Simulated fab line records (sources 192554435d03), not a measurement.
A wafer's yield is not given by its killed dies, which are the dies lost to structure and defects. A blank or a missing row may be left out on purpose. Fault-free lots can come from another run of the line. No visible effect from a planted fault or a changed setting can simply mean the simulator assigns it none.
Chamber matching	flow n5-finfet	N5_HKMG_FIN_HK_ALD_01 on ald-hk-01 has 4 sister chambers
The step deposits HfO2, target thk 1.6 nm, pulse time 3 s, purge time 3 s. 20 wafers are shown with their chamber, then 10 later ones without.

## EACH WAFER AND ITS CHAMBER
wafer	chamber	precursor-pulse-height-rel
L076.3	3	1.002
L076.5	0	0.978
L076.6	3	0.992
L080.1	2	1.009
L080.2	1	0.994
L080.3	0	0.985
L081.1	1	0.959
L081.3	0	1.003
L081.6	2	1.012
L086.1	3	0.989
L086.2	1	1.022
L086.3	0	1.028
L088.1	0	0.998
L088.3	3	1.023
L088.6	0	1.006
L089.3	2	1.000
L089.4	3	1.032
L089.6	3	1.024
L091.2	0	1.024
L091.4	2	0.995

SIGNATURES (means of the wafers above)
reading	chamber 0	chamber 1	chamber 2	chamber 3	scatter within a chamber
precursor-pulse-height-rel	1.00314	0.99167	1.00400	1.01033	0.0192
Rule: distance of a wafer from a chamber = root of the sum over the readings of ((wafer's reading minus chamber's mean) / reading's scatter) squared. The wafer belongs to the nearest chamber; if the next one is less than 2 further off, it can't be placed. The scatter: take each reading less its chamber's mean, square it, sum over the shown wafers, divide by the number of wafers less the number of chambers, and take the root.

## WAFERS WITHOUT THEIR CHAMBER
wafer	precursor-pulse-height-rel
L091.5	0.998
L095.2	0.996
L095.3	0.979
L095.5	1.036
L096.1	1.020
L096.2	0.987
L096.3	0.991
L096.4	1.008
L096.5	1.001
L096.6	1.028

## WHICH CHAMBER EACH WENT THROUGH
wafer	from the rows above	in truth
L091.5	can't be placed: 0 or 2 or 1 or 3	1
L095.2	can't be placed: 1 or 0 or 2 or 3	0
L095.3	can't be placed: 1 or 0 or 2 or 3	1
L095.5	can't be placed: 3 or 2 or 0 or 1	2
L096.1	can't be placed: 3 or 2 or 0 or 1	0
L096.2	can't be placed: 1 or 0 or 2 or 3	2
L096.3	can't be placed: 1 or 0 or 2 or 3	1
L096.4	can't be placed: 3 or 2 or 0 or 1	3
L096.5	can't be placed: 0 or 2 or 1 or 3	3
L096.6	can't be placed: 3 or 2 or 0 or 1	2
Correct placement for 0 of the 10. Can't be placed from these rows: 10 (the true chamber is among the candidates in 10). Number placed wrongly: 0.
